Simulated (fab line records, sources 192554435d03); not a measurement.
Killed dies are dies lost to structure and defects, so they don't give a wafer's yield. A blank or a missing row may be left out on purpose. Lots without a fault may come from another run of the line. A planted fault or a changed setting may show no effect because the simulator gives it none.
fab line records | flow n5_finfet
record lots=7 wafers=21
route steps=1938 shown SDB@348 HKMG_FIN@392 GATE_CUT@469 MOL_CONTACT_COAG@563 BEOL_M0_SAQP@634
start_h: hours from the record's first day to the start of the lot's first wafer shown | wait_h: hours since the lot's step before | " the same as in the row above | L1.1+2: a row that stands for several wafers | - no value, or no start given | * or withheld: withheld | < > ~ a bound
route shown NAME@n: a module of which the file shows steps, and the number in the route of the first | usual: mean/standard deviation of fault-free wafers | same: alike in all rows | chamber/n: place in a boat | sites: the reading at each site | _std_site: their standard deviation | _edge_site: outer sites' mean less inner sites' | radius_mm: how far each site lies from the wafer's centre | mask NAME#n: copy n | behind: the tool/chamber that last shaped the wafer | hold: why the lot was held/for how many hours/how that ended | device: the transistor (n, p or np) that didn't switch | end of line: the same wafers' tests at the end of the route | a step without rows: its recipe alone | killed: dies lost to structure and defects at the first sort, not the wafer's yield | map: a wafer's dies, x killed, . not, _ none there
set.NAME: the setting as run; set.NAME@STEP: as run at that earlier step | model.NAME: the simulator's own value behind a step, which no gauge read
lots whose settings were changed on purpose; a table a step, a row a wafer
## steps
# step N5_SDB_COAT_03
# recipe resist=SOC temp_c=250 time_s=60 spin_rpm=1500 resist_thk_nm=100
# columns lot.wafer tool chamber start_h wait_h set.spin_rpm model.SOC_of_SDB_COAT_03.thk_nm
L075.2+4 litho_track-05 0 71.55 0.1 1650 95
L075.3 " 0 " " 1500 99.8
L077.3 litho_track-02 0 83.91 0.1 1500 99.8
L077.4 " 0 " " 1422 102.6
L077.6 " 0 " " 1422 102.2
L080.3+6 litho_track-05 0 101.46 0.1 1361 104.6
L080.4 " 0 " " 1361 105
L084.1+5 litho_track-05 0 126.05 0.1 1500 99.8
L084.3 " 0 " " 1500 99.4
L092.1 litho_track-05 0 173.14 0.1 1500 100.2
L092.3 " 0 " " 1500 100
L092.6 " 0 " " 1354 105
L095.1+3+6 litho_track-05 0 190.99 0.1 1500 99.6
L096.2 litho_track-05 0 198.42 0.1 1545 98.2
L096.3 " 0 " " 1545 98.6
L096.4 " 0 " " 1500 100.4
# step N5_SDB_COAT_04
# recipe resist=SiARC temp_c=220 time_s=60 spin_rpm=1500 resist_thk_nm=18
# step N5_SDB_COAT_05
# recipe resist=CAR-ArF spin_rpm=1500 resist_thk_nm=90
# step N5_SDB_DESCUM_16
# recipe chemistry=O2 time_s=7.9 source_power_w=50 bias_power_w=20 pressure_mtorr=20 rf_frequency_hz=2.712e+07 temp_c=40 resist=CAR-ArF o2_flow_sccm=225
# step N5_SDB_ETCH_17
# recipe chemistry=CF4 target=SiARC target_depth_a=234 mask_material=CAR-ArF time_s=39 ion_energy_ev=80 pressure_mtorr=40 source_w=545 bias_w=36 Ar_flow_sccm=100 cf4_flow_sccm=100 ends=cleared
# step N5_SDB_ETCH_18
# recipe chemistry=N2/H2 target=SOC target_depth_a=1000 overetch_a=200 mask_material=SiARC temp_c=40 time_s=150 ion_energy_ev=200 pressure_mtorr=30 source_w=840 bias_w=150 n2_flow_sccm=200 h2_flow_sccm=200
# columns lot.wafer tool chamber start_h wait_h set.spin_rpm@SDB_COAT_03 model.etch.depth_nm
L075.2+4 rie_diel-04 3,2 72.26 0.0 1650 95.03
L075.3 " 0 " " 1500 99.82
L077.3 rie_diel-01 0 84.37 0.0 1500 99.76
L077.4 " 1 " " 1422 102.6
L077.6 " 0 " " 1422 102.3
L080.3 rie_diel-01 0 101.99 0.0 1361 104.7
L080.4 " 3 " " 1361 105
L080.6 " 3 " " 1361 104.6
L084.1 rie_diel-03 0 126.58 0.0 1500 99.71
L084.3 " 3 " " 1500 99.35
L084.5 " 3 " " 1500 99.78
L092.1 rie_diel-01 3 173.67 0.0 1500 100.2
L092.3 " 1 " " 1500 100.1
L092.6 " 1 " " 1354 105
L095.1 rie_diel-01 2 191.52 0.0 1500 99.67
L095.3+6 " 1,2 " " 1500 99.58
L096.2 rie_diel-01 0 198.97 0.0 1545 98.18
L096.3 " 1 " " 1545 98.6
L096.4 " 1 " " 1500 100.3
# step N5_SDB_STRIP_19
# recipe chemistry=N2/H2 temp_c=40 n2_flow_sccm=200 h2_flow_sccm=200 rf_frequency_hz=6e+07
# step N5_SDB_STRIP_21
# recipe chemistry=CF4 resist=SiARC power_w=300 bias_power_w=75 pressure_mtorr=50 cf4_flow_sccm=150 rf_frequency_hz=6e+07
# step N5_SDB_HM_OPEN_20
# recipe chemistry=CH3F/O2 target=SiNx mask_material=SOC target_depth_a=240 stop_on=poly-Si over_etch_frac=0.4 ion_energy_ev=120 pressure_mtorr=30 source_w=395 bias_w=73 Ar_flow_sccm=150 CH3F_flow_sccm=30 O2_flow_sccm=20
# columns lot.wafer tool chamber start_h wait_h set.spin_rpm@SDB_COAT_03 model.SOC_of_SDB_COAT_03.thk_nm
L075.2 rie_diel-04 3 72.42 0.0 1650 79.2
L075.3 " 0 " " 1500 84.2
L075.4 " 2 " " 1650 79
L077.3 rie_diel-01 0 84.53 0.0 1500 83.8
L077.4+6 " 1,0 " " 1422 86.4
L080.3+4 rie_diel-01 0,3 102.15 0.0 1361 88.8
L080.6 " 3 " " 1361 88.4
L084.1+3 rie_diel-03 0,3 126.74 0.0 1500 83.6
L084.5 " 3 " " 1500 84
L092.1 rie_diel-01 3 173.83 0.0 1500 84
L092.3 " 1 " " 1500 83.6
L092.6 " 1 " " 1354 88.8
L095.1+6 rie_diel-01 2 191.67 0.0 1500 83.6
L095.3 " 1 " " 1500 83.2
L096.2 rie_diel-01 0 199.13 0.0 1545 82.2
L096.3 " 1 " " 1545 82.6
L096.4 " 1 " " 1500 84.2
# step N5_SDB_STRIP_22
# recipe chemistry=N2/H2 power_w=1000 temp_c=250 h2_frac=0.65 overash_fraction=0.3 pressure_mtorr=withheld n2_flow_sccm=1750 h2_flow_sccm=3250
# usual strip_time_to_endpoint_s=96.1/0.34
# columns lot.wafer tool chamber start_h wait_h set.spin_rpm@SDB_COAT_03 strip_time_to_endpoint_s
L075.2 plasma_asher-01 1 72.50 0.1 1650 91.7
L075.3 " 0 " " 1500 96.3
L075.4 " 1 " " 1650 91.6
L077.3 plasma_asher-02 1 84.68 0.1 1500 96.0
L077.4 " 0 " " 1422 98.5
L077.6 " 0 " " 1422 98.5
L080.3 plasma_asher-02 1 102.27 0.1 1361 100.7
L080.4 " 0 " " 1361 100.7
L080.6 " 1 " " 1361 100.4
L084.1 plasma_asher-01 0 126.82 0.1 1500 95.8
L084.3 " 0 " " 1500 95.8
L084.5 " 1 " " 1500 96.1
L092.1 plasma_asher-01 0 173.91 0.1 1500 96.1
L092.3 " 0 " " 1500 95.8
L092.6 " 1 " " 1354 100.7
L095.1 plasma_asher-01 0 191.76 0.1 1500 95.9
L095.3 " 0 " " 1500 95.6
L095.6 " 0 " " 1500 95.8
L096.2 plasma_asher-02 0 199.21 0.1 1545 94.5
L096.3 " 1 " " 1545 94.8
L096.4 " 0 " " 1500 96.5
# step N5_HKMG_FIN_COAT_43
# recipe resist=CAR-ArF spin_rpm=1500 resist_thk_nm=90
# columns lot.wafer tool chamber start_h wait_h set.spin_rpm model.CAR-ArF_of_HKMG_FIN_COAT_43.thk_nm
L075.2 litho_track-05 0 - - 1500 90.2
L075.3+4 " 0 " " 1500 90
L077.3+6 litho_track-03 0 - - 1357 94.6
L077.4 " 0 " " 1500 90
L080.3 litho_track-04 0 - - 1374 94.2
L080.4 " 0 " " 1374 94.4
L080.6 " 0 " " 1500 90.4
L084.1+3 litho_track-05 0 - - 1500 90.4
L084.5 " 0 " " 1500 90.2
L092.1+6 litho_track-03 0 - - 1500 90
L092.3 " 0 " " 1604 87.4
L095.1+3+6 litho_track-03 0 - - 1500 89.6
L096.2 litho_track-05 0 - - 1500 90
L096.3 " 0 " " 1361 94.4
L096.4 " 0 " " 1361 94.6
# step N5_HKMG_FIN_PEB_47
# recipe peb_temp_c=withheld peb_time_s=60 resist=CAR-ArF
# columns lot.wafer tool chamber start_h wait_h set.peb_time_s
L075.2 litho_track-05 0 77.69 0.0 70.04
L075.3+4 " 0 " " 60
L077.3 litho_track-05 0 90.39 0.0 54.88
L077.4+6 " 0 " " 60
L080.3+6 litho_track-05 0 107.28 0.0 51.03
L080.4 " 0 " " 60
L084.1 litho_track-04 0 132.83 0.1 60
L084.3+5 " 0 " " 69.72
L092.1+6 litho_track-04 0 179.09 0.1 60
L092.3 " 0 " " 67.94
L095.1+3+6 litho_track-04 0 198.27 0.1 60
L096.2+3+4 litho_track-04 0 204.48 0.0 60
# step N5_HKMG_FIN_DEVELOP_48
# recipe develop_time_s=30 developer=TMAH resist=CAR-ArF rinse_liquid=diw dry=air_spin dev_temp_c=23
# columns lot.wafer tool chamber start_h wait_h set.spin_rpm@HKMG_FIN_COAT_43 model.CAR-ArF_of_HKMG_FIN_COAT_43.thk_nm
L075.2 litho_track-05 0 - - 1500 88.6
L075.3 " 0 " " 1500 88.2
L075.4 " 0 " " 1500 88.4
L077.3 litho_track-05 0 - - 1357 93
L077.4 " 0 " " 1500 88.4
L077.6 " 0 " " 1357 92.8
L080.3 litho_track-05 0 - - 1374 92.4
L080.4 " 0 " " 1374 92.6
L080.6 " 0 " " 1500 88.6
L084.1+3 litho_track-04 0 - - 1500 88.6
L084.5 " 0 " " 1500 88.4
L092.1+6 litho_track-04 0 - - 1500 88.4
L092.3 " 0 " " 1604 85.6
L095.1 litho_track-04 0 - - 1500 88
L095.3+6 " 0 " " 1500 87.8
L096.2 litho_track-04 0 - - 1500 88.2
L096.3 " 0 " " 1361 92.8
L096.4 " 0 " " 1361 93
# step N5_HKMG_FIN_CD_MEAS_49
# recipe target_cd_nm=202 landing_energy_ev=500 detector=se_inlens polarity=opening
# usual cd_nm=202.3/0.65
# columns lot.wafer tool chamber start_h wait_h set.peb_time_s@HKMG_FIN_PEB_47 cd_nm
L075.2 cd_sem-03 0 77.76 - 70.04 206.3
L075.3 " 0 " " 60 202.1
L075.4 " 0 " " 60 202.1
L077.3 cd_sem-01 0 90.45 - 54.88 199.1
L077.4 " 0 " " 60 202.6
L077.6 " 0 " " 60 201.7
L080.3 cd_sem-02 0 107.35 - 51.03 196.8
L080.4 " 0 " " 60 202.2
L080.6 " 0 " " 51.03 197.9
L084.1 cd_sem-02 0 132.89 - 60 202.9
L084.3 " 0 " " 69.72 206.9
L084.5 " 0 " " 69.72 207.4
L092.1 cd_sem-03 0 179.16 - 60 202.4
L092.3 " 0 " " 67.94 206.2
L092.6 " 0 " " 60 202.4
L095.1 cd_sem-01 0 198.34 - 60 201.4
L095.3 " 0 " " 60 202.7
L095.6 " 0 " " 60 200.8
L096.2 cd_sem-01 0 204.54 - 60 202.0
L096.3 " 0 " " 60 201.5
L096.4 " 0 " " 60 201.3
# step N5_GATE_CUT_ETCH_58
# recipe chemistry=CH3F/O2 target=SiNx target_depth_a=170 time_s=128.6 ion_energy_ev=50 pressure_mtorr=30 source_w=415 bias_w=21 Ar_flow_sccm=150 CH3F_flow_sccm=30 O2_flow_sccm=20
# usual rf_vpp_V=99.3/1
# columns lot.wafer tool chamber start_h wait_h set.bias_w rf_vpp_V model.etch.depth_nm
L075.2 rie_diel-06 0 86.51 0.1 21 98.4 17.09
L075.3 " 2 " " 24.2 107.5 18.08
L075.4 " 3 " " 21 100.2 16.81
L077.3 rie_diel-05 0 99.03 0.1 24.1 106.7 18.24
L077.4 " 2 " " 24.1 108.7 17.96
L077.6 " 0 " " 21 98.2 17.33
L080.3 rie_diel-06 1 116.13 0.2 21 101.0 16.87
L080.4 " 2 " " 21 99.0 16.6
L080.6 " 2 " " 21 98.5 16.75
L084.1 rie_diel-02 0 141.44 0.1 21 99.4 16.75
L084.3 " 3 " " 21 99.9 16.95
L084.5 " 3 " " 22.71 104.0 17.64
L092.1 rie_diel-06 0 190.29 0.0 21 100.0 17.17
L092.3 " 2 " " 17.73 88.8 15.78
L092.6 " 1 " " 21 99.7 16.8
L095.1 rie_diel-02 2 206.66 0.1 21 100.4 17.47
L095.3 " 1 " " 21 101.0 17.56
L095.6 " 1 " " 21 99.0 17.54
L096.2 rie_diel-05 0 212.73 0.1 21 98.2 17.42
L096.3 " 3 " " 21 100.4 16.66
L096.4 " 2 " " 21 99.0 17.06
# step N5_GATE_CUT_COAT_27
# recipe resist=underlayer temp_c=205 time_s=60 spin_rpm=1500 resist_thk_nm=10
# columns lot.wafer tool chamber start_h wait_h set.spin_rpm model.underlayer_of_GATE_CUT_COAT_27.thk_nm
L075.2+3+4 litho_track-03 0 - - 1500 10
L077.3+4 litho_track-01 0 - - 1652 9.6
L077.6 " 0 " " 1500 10
L080.3 litho_track-03 0 - - 1500 10
L080.4+6 " 0 " " 1450 10.2
L084.1 litho_track-02 0 - - 1439 10.2
L084.3+5 " 0 " " 1500 10
L092.1 litho_track-01 0 - - 1606 9.6
L092.3+6 " 0 " " 1500 10
L095.1+3+6 litho_track-03 0 - - 1500 10
L096.2+3+4 litho_track-03 0 - - 1500 10
# step N5_GATE_CUT_COAT_07
# recipe resist=CAR-EUV spin_rpm=1500 resist_thk_nm=30
# step N5_GATE_CUT_EBR_09
# recipe solvent=PGMEA ebr_width_mm=1.5
# step N5_GATE_CUT_DESCUM_18
# recipe chemistry=O2 time_s=7 source_power_w=50 bias_power_w=20 pressure_mtorr=20 rf_frequency_hz=2.712e+07 temp_c=40 resist=CAR-EUV o2_flow_sccm=225
# step N5_GATE_CUT_ETCH_28
# recipe chemistry=N2/H2 target=underlayer target_depth_a=130 mask_material=CAR-EUV time_s=10.4 ion_energy_ev=200 pressure_mtorr=30 source_w=840 bias_w=150 n2_flow_sccm=200 h2_flow_sccm=200 ends=cleared
# columns lot.wafer tool chamber start_h wait_h set.spin_rpm@GATE_CUT_COAT_27 model.CAR-EUV_of_GATE_CUT_COAT_07.thk_nm model.etch.depth_nm
L075.2 rie_diel-02 1 92.98 0.0 1500 14.4 10
L075.3 " 3 " " 1500 14.6 9.982
L075.4 " 2 " " 1500 14.6 9.996
L077.3 rie_diel-02 1 102.88 0.0 1652 15 9.515
L077.4 " 3 " " 1652 15 9.516
L077.6 " 3 " " 1500 14.6 9.968
L080.3 rie_diel-02 0 119.70 0.0 1500 14.4 10.03
L080.4 " 3 " " 1450 14.2 10.21
L080.6 " 0 " " 1450 14.2 10.23
L084.1 rie_diel-06 3 144.98 0.0 1439 14.6 10.24
L084.3 " 0 " " 1500 14.8 10.04
L084.5 " 3 " " 1500 14.8 10.01
L092.1 rie_diel-06 0 194.19 0.0 1606 15.2 9.65
L092.3 " 3 " " 1500 14.8 9.992
L092.6 " 0 " " 1500 14.8 9.975
L095.1 rie_diel-06 3 210.20 0.0 1500 14.8 10.02
L095.3 " 1 " " 1500 14.6 10.01
L095.6 " 1 " " 1500 14.6 10.05
L096.2 rie_diel-05 1 218.00 0.0 1500 14.8 9.981
L096.3 " 0 " " 1500 14.8 9.96
L096.4 " 3 " " 1500 14.8 9.949
# step N5_GATE_CUT_ETCH_36
# recipe chemistry=CF4 target=SiARC target_depth_a=130 mask_material=CAR-EUV time_s=21.7 ion_energy_ev=80 pressure_mtorr=40 source_w=545 bias_w=36 Ar_flow_sccm=100 cf4_flow_sccm=100 ends=cleared
# columns lot.wafer tool chamber start_h wait_h set.cf4_flow_sccm set.spin_rpm@GATE_CUT_COAT_27 model.CAR-EUV_of_GATE_CUT_COAT_07.thk_nm
L075.2 rie_diel-02 1 93.00 0.0 89.13 1500 6.8
L075.3 " 3 " " 100 1500 6.8
L075.4 " 2 " " 100 1500 7
L077.3+4 rie_diel-02 1,3 102.90 0.0 100 1652 7.4
L077.6 " 3 " " 100 1500 6.8
L080.3 rie_diel-02 0 119.73 0.0 100 1500 6.8
L080.4+6 " 3,0 " " 108.5 1450 6.6
L084.1 rie_diel-06 3 145.00 0.0 100 1439 6.8
L084.3 " 0 " " 114.8 1500 7
L084.5 " 3 " " 100 1500 7
L092.1 rie_diel-06 0 194.21 0.0 100 1606 7.4
L092.3 " 3 " " 100 1500 7
L092.6 " 0 " " 118.4 1500 7.2
L095.1 rie_diel-06 3 210.22 0.0 100 1500 7.2
L095.3+6 " 1 " " 100 1500 7
L096.2 rie_diel-05 1 218.02 0.0 100 1500 7.2
L096.3 " 0 " " 122.1 1500 7.2
L096.4 " 3 " " 122.1 1500 7
# step N5_MOL_CONTACT_COAG_PECVD_31
# recipe material=SiO2 target_thk_a=460 temp_c=400 precursor=TEOS/O2 pressure_torr=6.5 rf_w=withheld teos_flow_sccm=withheld gas=O2 flow_sccm=2650 time_s=8.9
# columns lot.wafer tool chamber start_h wait_h set.temp_c model.SiO2_of_MOL_CONTACT_COAG_PECVD_31.thk_nm
L075.2 pecvd-02 1 107.17 0.3 400 45.8
L075.3 " 0 " " 391.2 48.2
L075.4 " 2 " " 400 46.6
L077.3 pecvd-04 1 116.24 0.3 400 46
L077.4 " 1 " " 400 46.2
L077.6 " 0 " " 400 46.4
L080.3 pecvd-02 2 133.27 0.3 400 46
L080.4 " 1 " " 400 46.2
L080.6 " 0 " " 400 46.6
L084.1 pecvd-01 2 158.27 0.3 417 40.6
L084.3 " 0 " " 400 46
L084.5 " 2 " " 417 41.4
L092.1 pecvd-02 1 208.76 0.3 400 45.6
L092.3 " 0 " " 400 45.8
L092.6 " 2 " " 400 46.4
L095.1 pecvd-02 2 222.13 0.3 400 46
L095.3 " 0 " " 400 45.6
L095.6 " 0 " " 400 47.2
L096.2 pecvd-04 2 232.30 0.3 389.2 48.8
L096.3 " 1 " " 389.2 49
L096.4 " 2 " " 400 47
# step N5_MOL_CONTACT_COAG_COAT_75
# recipe resist=SOC temp_c=250 time_s=60 spin_rpm=1500 resist_thk_nm=60
# step N5_MOL_CONTACT_COAG_COAT_76
# recipe resist=SiARC temp_c=220 time_s=60 spin_rpm=1500 resist_thk_nm=10
# step N5_MOL_CONTACT_COAG_ETCHBACK_135
# recipe chemistry=CHF3 target=SiO2 target_depth_a=250 time_s=16.7 ion_energy_ev=200 pressure_mtorr=30 source_w=610 bias_w=170 Ar_flow_sccm=200 CHF3_flow_sccm=50
# step N5_MOL_CONTACT_COAG_STRIP_118
# recipe chemistry=CHF3 resist=SiARC rf_frequency_hz=6e+07
# step N5_MOL_CONTACT_COAG_VIA_ETCH_46
# recipe chemistry=C4F6/O2 target_depth_a=460 overetch_a=92 mask_material=SOC target=SiO2 bias_w=455 pressure_mtorr=10 time_s=40 source_w=325 Ar_flow_sccm=300 C4F6_flow_sccm=10 O2_flow_sccm=10 ion_energy_ev=575.3 ends=end_point
# columns lot.wafer tool chamber start_h wait_h set.temp_c@MOL_CONTACT_COAG_PECVD_31 model.etch.depth_nm
L075.2 rie_diel-01 3 108.22 0.0 400 45.81
L075.3 " 2 " " 391.2 48.14
L075.4 " 0 " " 400 46.69
L077.3 rie_diel-04 0 117.43 0.0 400 45.98
L077.4 " 2 " " 400 46.28
L077.6 " 0 " " 400 46.37
L080.3 rie_diel-01 3 134.32 0.0 400 45.98
L080.4 " 1 " " 400 46.14
L080.6 " 3 " " 400 46.57
L084.1 rie_diel-04 3 159.58 0.0 417 40.64
L084.3 " 1 " " 400 45.96
L084.5 " 2 " " 417 41.42
L092.1 rie_diel-03 2 209.71 0.0 400 45.59
L092.3 " 3 " " 400 45.71
L092.6 " 1 " " 400 46.48
L095.1 rie_diel-04 3 223.07 0.0 400 46.05
L095.3 " 0 " " 400 45.5
L095.6 " 3 " " 400 47.14
L096.2 rie_diel-03 1 233.39 0.0 389.2 48.81
L096.3 " 2 " " 389.2 48.99
L096.4 " 0 " " 400 47.1
# step N5_MOL_CONTACT_COAG_STRIP_96
# recipe chemistry=N2/H2 power_w=500 temp_c=40 pressure_mtorr=50 rf_frequency_hz=6e+07 overash_fraction=0.3 bias_power_w=28 h2_frac=0.5 n2_flow_sccm=300 h2_flow_sccm=300
# step N5_MOL_CONTACT_COAG_ETCH_47
# recipe chemistry=CH3F/O2 target=SiNx target_depth_a=270 mask_material=SiO2 stop_on=W over_etch_frac=0.2 ion_energy_ev=120 endpoint=OES-CN pressure_mtorr=30 source_w=395 bias_w=73 Ar_flow_sccm=150 CH3F_flow_sccm=30 O2_flow_sccm=20 ends=end_point
# columns lot.wafer tool chamber start_h wait_h set.temp_c@MOL_CONTACT_COAG_PECVD_31 model.SiO2_of_MOL_CONTACT_COAG_PECVD_31.thk_nm
L075.2 rie_diel-01 3 108.33 0.0 400 44
L075.3 " 2 " " 391.2 46.4
L075.4 " 0 " " 400 45
L077.3 rie_diel-04 0 117.54 0.0 400 44.2
L077.4 " 2 " " 400 44.4
L077.6 " 0 " " 400 44.6
L080.3 rie_diel-01 3 134.43 0.0 400 44.2
L080.4 " 1 " " 400 44.4
L080.6 " 3 " " 400 44.8
L084.1 rie_diel-04 3 159.68 0.0 417 38.8
L084.3 " 1 " " 400 44.2
L084.5 " 2 " " 417 39.6
L092.1 rie_diel-03 2 209.81 0.0 400 43.8
L092.3 " 3 " " 400 44
L092.6 " 1 " " 400 44.6
L095.1 rie_diel-04 3 223.17 0.0 400 44.2
L095.3 " 0 " " 400 43.8
L095.6 " 3 " " 400 45.4
L096.2 rie_diel-03 1 233.50 0.0 389.2 47
L096.3 " 2 " " 389.2 47.2
L096.4 " 0 " " 400 45.4
# step N5_BEOL_M0_SAQP_HM_DEP_02
# recipe material=TiN target_thk_a=120 temp_c=25 chamber_pressure_pa=0.49996
# columns lot.wafer tool chamber start_h wait_h set.target_thk_a model.TiN_of_BEOL_M0_SAQP_HM_DEP_02.thk_nm
L075.2 pvd_sputter-02 - 114.38 0.2 125.6 12.4
L075.3+4 " - " " 120 11.8
L077.3+6 pvd_sputter-01 - 125.21 1.1 120 12.2
L077.4 " - " " 120 12
L080.3 pvd_sputter-01 - 141.19 0.9 132 13.2
L080.4 " - " " 120 12
L080.6 " - " " 132 13
L084.1+3+5 pvd_sputter-03 - 168.86 0.5 120 12
L092.1 pvd_sputter-02 - 215.64 0.0 120 12.2
L092.3+6 " - " " 120 12
L095.1 pvd_sputter-02 - 229.54 0.6 120 11.8
L095.3+6 " - " " 120 12
L096.2 pvd_sputter-01 - 239.68 0.3 120 12
L096.3 " - " " 125.9 12.6
L096.4 " - " " 120 12.2
## key
split step=N5_SDB_COAT_03 setting=spin_rpm stated=1500 by=wafer
response step=N5_SDB_COAT_03 reading=model.SOC_of_SDB_COAT_03.thk_nm change=-0.499 per=1% r=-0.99
response step=N5_SDB_ETCH_18 reading=model.etch.depth_nm change=-0.5 per=1% r=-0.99
response step=N5_SDB_HM_OPEN_20 reading=model.SOC_of_SDB_COAT_03.thk_nm change=-0.514 per=1% r=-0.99
response step=N5_SDB_STRIP_22 reading=strip_time_to_endpoint_s change=* per=1% r=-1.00
split step=N5_HKMG_FIN_COAT_43 setting=spin_rpm stated=1500 by=wafer
response step=N5_HKMG_FIN_COAT_43 reading=model.CAR-ArF_of_HKMG_FIN_COAT_43.thk_nm change=-0.462 per=1% r=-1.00
response step=N5_HKMG_FIN_DEVELOP_48 reading=model.CAR-ArF_of_HKMG_FIN_COAT_43.thk_nm change=-0.469 per=1% r=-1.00
split step=N5_HKMG_FIN_PEB_47 setting=peb_time_s stated=60 by=wafer
response step=N5_HKMG_FIN_CD_MEAS_49 reading=cd_nm change=+0.285 per=1% r=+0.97
split step=N5_GATE_CUT_ETCH_58 setting=bias_w stated=21 by=wafer
response step=N5_GATE_CUT_ETCH_58 reading=rf_vpp_V change=+0.623 per=1% r=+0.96
response step=N5_GATE_CUT_ETCH_58 reading=model.etch.depth_nm change=+0.0709 per=1% r=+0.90
split step=N5_GATE_CUT_COAT_27 setting=spin_rpm stated=1500 by=wafer
response step=N5_GATE_CUT_COAT_27 reading=model.underlayer_of_GATE_CUT_COAT_27.thk_nm change=-0.0464 per=1% r=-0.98
response step=N5_GATE_CUT_ETCH_28 reading=model.CAR-EUV_of_GATE_CUT_COAT_07.thk_nm change=+0.0464 per=1% r=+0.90
response step=N5_GATE_CUT_ETCH_28 reading=model.etch.depth_nm change=-0.047 per=1% r=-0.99
response step=N5_GATE_CUT_ETCH_36 reading=model.CAR-EUV_of_GATE_CUT_COAT_07.thk_nm change=+0.0537 per=1% r=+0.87
split step=N5_GATE_CUT_ETCH_36 setting=cf4_flow_sccm stated=100 by=wafer
response none clear
split step=N5_MOL_CONTACT_COAG_PECVD_31 setting=temp_c stated=400 by=wafer
response step=N5_MOL_CONTACT_COAG_PECVD_31 reading=model.SiO2_of_MOL_CONTACT_COAG_PECVD_31.thk_nm change=-1.02 per=1% r=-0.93
response step=N5_MOL_CONTACT_COAG_VIA_ETCH_46 reading=model.etch.depth_nm change=-0.993 per=1% r=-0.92
response step=N5_MOL_CONTACT_COAG_ETCH_47 reading=model.SiO2_of_MOL_CONTACT_COAG_PECVD_31.thk_nm change=-0.994 per=1% r=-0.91
split step=N5_BEOL_M0_SAQP_HM_DEP_02 setting=target_thk_a stated=120 by=wafer
response step=N5_BEOL_M0_SAQP_HM_DEP_02 reading=model.TiN_of_BEOL_M0_SAQP_HM_DEP_02.thk_nm change=+0.111 per=1% r=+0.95
